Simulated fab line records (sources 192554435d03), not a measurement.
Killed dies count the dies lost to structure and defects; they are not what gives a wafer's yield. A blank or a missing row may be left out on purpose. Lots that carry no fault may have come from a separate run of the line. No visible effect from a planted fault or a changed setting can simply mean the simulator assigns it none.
Which tool is to blame? ; flow n5-finfet ; Sampling: 6 lots, 16 wafers, 2 of 1938 route steps

== WHAT EACH GAUGE READ, for each wafer ==
N5_BEOL_M15_OVL_MEAS_29.
lot;measured;on;M15_OVL (nm)
L891;day 12 22:40;overlay-02;14 7 9
L893;day 13 06:34;overlay-02;-1 7 9
L901;day 15 21:44;overlay-02;2 -1 3
L907;day 16 19:53;overlay-02;-1 2 3
L909;day 17 08:37;overlay-02;5 6
L913;day 18 20:52;overlay-02;-4 6

== WHICH TOOL RAN EACH LOT (tool, then ch and the chambers of the sampled wafers, then the start) ==
lot;N5_BEOL_M4_ECD_50
L891;ecd-cu-01 ch 0,1, day 9 03:23
L893;ecd-cu-01 ch 0,1, day 9 14:01
L901;ecd-cu-02 ch 1, day 11 19:53
L907;ecd-cu-01 ch 0,1, day 13 01:38
L909;ecd-cu-01 ch 0,1, day 13 07:51
L913;ecd-cu-01 ch 0, day 15 03:02
- N5_BEOL_M4_ECD_50: material Cu, target thk 300 nm.

== THE ANSWER, worked out from the rows above alone ==
Rule: what is usual is taken from the lots themselves. Put in order of their means at a reading, lots are off if they are a third of the lots or fewer, leave a main group of 4 or more, and stand apart from it by a gap of 3 or more times the standard deviation of the main group's means; of several such gaps the widest counts. Not used: any main group whose means are identical at the precision the tables above print for the reading. Also off: a lot with no number at a reading for which 4 or more lots have one. Where the step has rows for the other lots, those lots are counted as sound.
No lot is off at any reading shown: from this, nothing can be told.

== WHAT THE SIMULATOR HAD INSERTED ==
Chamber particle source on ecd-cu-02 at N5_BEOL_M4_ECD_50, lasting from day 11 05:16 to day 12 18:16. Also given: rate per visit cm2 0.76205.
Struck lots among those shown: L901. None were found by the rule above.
